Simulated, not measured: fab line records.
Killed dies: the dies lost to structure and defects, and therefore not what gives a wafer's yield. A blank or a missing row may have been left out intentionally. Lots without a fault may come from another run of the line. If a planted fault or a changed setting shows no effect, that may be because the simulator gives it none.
fab line records | flow nandHarc
[record] lots = 14 wafers = 42 lastDay = 24
route steps=1159 shown A_START@389 A_ONON_D1@424 END@1159
lots that met no fault: taken from a fault-free run of the same line
startH: the number of hours between the record's first day and the start of the first shown wafer of the lot | waitH: hours from the lot's prior step to this one | " as in the row above | L1.1+2: several wafers, shown together as one row | - no value, or no start was given | * or withheld: withheld | < > ~ a bound
route shown NAME@n: a module of which the file shows steps, and the number in the route of the first | usual: mean/standard deviation of fault-free wafers | same: alike in all rows | chamber/n: place in a boat | sites: each site's reading | _std_site: the values' standard deviation | _edge_site: the outer-site mean with the inner-site mean subtracted | radiusMm: how far each site lies from the wafer's centre | mask NAME#n: copy n | behind: the last tool/chamber to shape the wafer | hold: reason for holding the lot/hours on hold/outcome of the hold | device: which transistor (n, p or np) failed to switch | end of line: the tests these same wafers got at the end of their route | where a step has no rows: the recipe by itself | killed: the dies lost at the first sort to structure and to defects; this is not the yield of the wafer | map: dies across one wafer; x = killed, . = not, _ = none there
set.NAME: the setting as run; set.NAME@STEP: as run at that earlier step | model.NAME: the simulator's own value behind a step, which no gauge read
the route's steps for a sample of lots (tables are steps, rows are wafers)
services: when a tool's chamber went out of use (startH, in hours from the record's first day, below 0 if earlier), for how many hours, and the reason
[[steps]]
[step NHARC_A_START_INSPECT_01]
[usual] rawDefectCount = 3.3/1.9
// columns lot.wafer tool chamber startH waitH rawDefectCount
L906.2 defectInspect-02 - 135.54 - 1
L906.3 " - " " 3
L906.6 " - " " 1
L908.2 defectInspect-02 - 148.08 - 2
L908.5 " - " " 0
L908.6 " - " " 4
L907.3 defectInspect-02 - 148.56 - 0
L907.4 " - " " 5
L907.5 " - " " 5
L910.3 defectInspect-01 - 155.93 - 2
L910.4 " - " " 2
L910.5 " - " " 1
L911.2 defectInspect-02 - 162.27 - 2
L911.3 " - " " 3
L911.6 " - " " 3
L913.1 defectInspect-01 - 172.98 - 3
L913.2 " - " " 7
L913.6 " - " " 3
L919.2 defectInspect-02 - 210.67 - 5
L919.3 " - " " 1
L919.5 " - " " 8
L920.2 defectInspect-01 - 226.77 - 6
L920.4 " - " " 4
L920.5 " - " " 0
L923.1 defectInspect-01 - 232.16 - 5
L923.5 " - " " 2
L923.6 " - " " 2
L925.2 defectInspect-01 - 239.51 - 4
L925.3 " - " " 2
L925.6 " - " " 4
L926.1 defectInspect-02 - 251.93 - 3
L926.3 " - " " 4
L926.5 " - " " 6
L927.3 defectInspect-01 - 256.95 - 4
L927.5 " - " " 3
L927.6 " - " " 1
L928.1 defectInspect-02 - 257.73 - 3
L928.2 " - " " 5
L928.3 " - " " 2
L929.2 defectInspect-01 - 274.30 - 0
L929.3 " - " " 6
L929.5 " - " " 4
[step NHARC_A_ONON_D1_DEP_00]
[recipe] targetThkA = 10000 n2FlowSccm = 2750 n2oFlowSccm = 2000 nh3FlowSccm = 500 sih4FlowSccm = 210 tempC = 400
[usual] n2FlowSccm = 2750/7.8
// columns lot.wafer tool chamber startH waitH n2FlowSccm
L906.2 pecvdOnon-02 0 164.89 0.1 2757
L906.3 " 0 " " 2747
L906.6 " 0 " " 2741
L908.2 pecvdOnon-03 0 171.91 0.1 2740
L908.5 " 0 " " 2745
L908.6 " 0 " " 2738
L907.3 pecvdOnon-02 0 171.96 0.2 2759
L907.4 " 0 " " 2748
L907.5 " 0 " " 2761
L910.3 pecvdOnon-02 0 181.50 0.2 2749
L910.4 " 0 " " 2765
L910.5 " 0 " " 2762
L911.2 pecvdOnon-02 0 187.00 0.1 2739
L911.3 " 0 " " 2755
L911.6 " 0 " " 2734
L913.1 pecvdOnon-02 0 196.56 0.1 2737
L913.2 " 0 " " 2743
L913.6 " 0 " " 2739
L919.2 pecvdOnon-03 0 234.88 0.1 2747
L919.3 " 0 " " 2743
L919.5 " 0 " " 2731
L920.2 pecvdOnon-03 0 251.56 0.1 2760
L920.4 " 0 " " 2746
L920.5 " 0 " " 2760
L923.1 pecvdOnon-03 0 255.11 0.1 2753
L923.5 " 0 " " 2758
L923.6 " 0 " " 2751
L925.2 pecvdOnon-03 0 262.60 0.1 2746
L925.3 " 0 " " 2748
L925.6 " 0 " " 2758
L926.1 pecvdOnon-02 0 276.52 0.1 2758
L926.3 " 0 " " 2755
L926.5 " 0 " " 2751
L928.1 pecvdOnon-02 0 280.20 0.1 2752
L928.2 " 0 " " 2751
L928.3 " 0 " " 2745
L927.3 pecvdOnon-04 0 280.26 0.2 2742
L927.5 " 0 " " 2742
L927.6 " 0 " " 2744
L929.2 pecvdOnon-03 0 296.81 0.1 2743
L929.3 " 0 " " 2751
L929.5 " 0 " " 2749
[step NHARC_A_ONON_D1_THK_MEAS_02]
[recipe] thkMeasGauge = ellipsometry
[usual] thkNm = 1000/10
// columns lot.wafer tool chamber startH waitH thkNm
L906.2 filmMetro-01 - 165.35 - 998
L906.3 " - " " 998
L906.6 " - " " 999
L907.3 filmMetro-01 - 172.35 - 995
L907.4 " - " " 996
L907.5 " - " " 996
L908.2 filmMetro-02 - 172.36 - 1006
L908.5 " - " " 1004
L908.6 " - " " 1005
L910.3 filmMetro-01 - 181.89 - 1015
L910.4 " - " " 1015
L910.5 " - " " 1015
L911.2 filmMetro-01 - 187.45 - 552
L911.3 " - " " 550
L911.6 " - " " 550
L913.1 filmMetro-01 - 197.08 - 544
L913.2 " - " " 546
L913.6 " - " " 544
L919.2 filmMetro-02 - 235.34 - 1000
L919.3 " - " " 998
L919.5 " - " " 999
L920.2 filmMetro-02 - 252.01 - 997
L920.4 " - " " 997
L920.5 " - " " 995
L923.1 filmMetro-02 - 255.61 - 1013
L923.5 " - " " 1013
L923.6 " - " " 1012
L925.2 filmMetro-02 - 263.05 - 989
L925.3 " - " " 990
L925.6 " - " " 991
L926.1 filmMetro-02 - 277.04 - 977
L926.3 " - " " 976
L926.5 " - " " 975
L927.3 filmMetro-01 - 280.66 - 997
L927.5 " - " " 997
L927.6 " - " " 998
L928.1 filmMetro-02 - 280.70 - 1002
L928.2 " - " " 1002
L928.3 " - " " 1001
L929.2 filmMetro-01 - 297.26 - 993
L929.3 " - " " 993
L929.5 " - " " 992
[step NHARC_END_SORT_01]
[recipe] tempC = 25
[usual] killedAtArray = 24/7.4 killedAtOther = 0.5/0.81 killedAtPeriphery = 3.4/2.3 killedDies = 28/8 killedOpen = 3.4/1.8 killedShort = 2.0/1.4
[same] grossDies = 677
// columns lot.wafer tool chamber startH waitH killedAtArray killedAtOther killedAtPeriphery killedDies killedOpen killedShort
L911.2 prober-02 0 458.46 2.8 674 0 3 677 2 2
L911.3 prober-02 0 459.26 3.1 673 0 4 677 4 1
L911.6 prober-02 0 461.65 4.0 675 0 2 677 3 1
L913.1 prober-02 0 475.28 2.5 673 0 4 677 6 1
L913.2 prober-02 0 476.06 2.8 676 0 1 677 3 2
L913.6 prober-02 0 479.21 3.9 676 0 1 677 2 2
// killed by level:class
L911.2 A_ONON_D1:areaDep=653 A_SGD_CUT:chamberFilmFlake=6 A_CHANNEL_HOLE_D1:chamberFilmFlake=3 A_SLIT:chamberFilmFlake=3 A_CONTACT:chamberFilmFlake=3 P_ZERO_WELL:chamberFilmFlake=2 A_SOURCE_PLATE:geometricParticle:open=1 A_CHANNEL_FILL_D1:geometricParticle:open=1
L911.3 A_ONON_D1:areaDep=650 A_SLIT:chamberFilmFlake=10 A_CONTACT:chamberFilmFlake=5 A_CHANNEL_FILL_D1:geometricParticle:open=2 P_ZERO_WELL:chamberFilmFlake=2 A_CHANNEL_HOLE_D1:chamberFilmFlake=2 P_M0:geometricParticle:open=1 A_WL_FILL:geometricParticle:open=1
L911.6 A_ONON_D1:areaDep=661 A_SLIT:chamberFilmFlake=5 A_STAIRCASE:chamberFilmFlake=2 A_CONTACT:chamberFilmFlake=2 P_M0:geometricParticle:open=1 A_SOURCE_PLATE:geometricParticle:open=1 A_WL_FILL:geometricParticle:short=1 A_CONTACT:geometricParticle:open=1
L913.1 A_ONON_D1:areaDep=640 A_CHANNEL_HOLE_D1:chamberFilmFlake=15 A_SLIT:chamberFilmFlake=11 A_STAIRCASE:chamberFilmFlake=4 P_CONTACT:geometricParticle:open=2 P_M0:geometricParticle:open=1 P_M2:geometricParticle:open=1 A_CHANNEL_HOLE_D1:geometricParticle:open=1
L913.2 A_ONON_D1:areaDep=651 A_CHANNEL_HOLE_D1:chamberFilmFlake=9 A_SLIT:chamberFilmFlake=8 A_STAIRCASE:chamberFilmFlake=2 A_CONTACT:chamberFilmFlake=2 P_CONTACT:geometricParticle:open=1 A_CHANNEL_FILL_D1:geometricParticle:short=1 A_CHANNEL_FILL_D1:geometricParticle:open=1
L913.6 A_ONON_D1:areaDep=660 A_SLIT:chamberFilmFlake=7 A_CHANNEL_HOLE_D1:chamberFilmFlake=5 P_M1:geometricParticle:short=1 A_SGD_CUT:geometricParticle:short=1 A_CONTACT:geometricParticle:open=1 A_M0:geometricParticle:open=1 A_CONTACT:chamberFilmFlake=1
[[services]]
// columns tool chamber startH hours kind
pecvdOnon-03 - 153.16 13.0 pm
pecvdOnon-04 - 237.01 13.0 pm
pecvdOnon-02 - 272.42 1.3 repair
pecvdOnon-02 - 292.38 13.0 pm
[[key]]
[firstSign] step = NHARC_A_ONON_D1_THK_MEAS_02 reading = thkNm direction = down sigmas = 44 usual = 1000 struck = 548
[effect] step = NHARC_END_SORT_01 reading = killedAtArray direction = up sigmas = 88 usual = 24 struck = 674
[moreKillsBornAt] NHARC_A_ONON_D1_DEP_00@pecvdOnon-02 = 3915
metAt NHARC_A_ONON_D1_DEP_00
struckLots L911,L913
struckWafers L911.2,L911.3,L911.6,L913.1,L913.2,L913.6
laterRowsLeftOut L911.2,L911.3,L911.6,L913.1,L913.2,L913.6
testerLeftOut L911,L913
notActingAt NHARC_A_START_INSPECT_01
onsetBetween 181.50 187.00
[fault] kind = processParameterDrift tool = pecvdOnon-02 chamber = 0 onsetH = 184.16 steps = NHARC_A_ONON_D1_DEP_00 channel = targetThkA offset = * shape = step endH = 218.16 actsIn = * stated = *
// testerLeftOut: of these lots the tester's yield and bins aren't shown, on N5 and GAA mostly nor the transistor test; their killed dies are dies lost to structure and defects alone, not to doping, threshold or leakage, so they don't give the yield
// laterRowsLeftOut: the simulator's readings of these wafers behind a module that went badly wrong aren't trusted and aren't shown, but for the sort
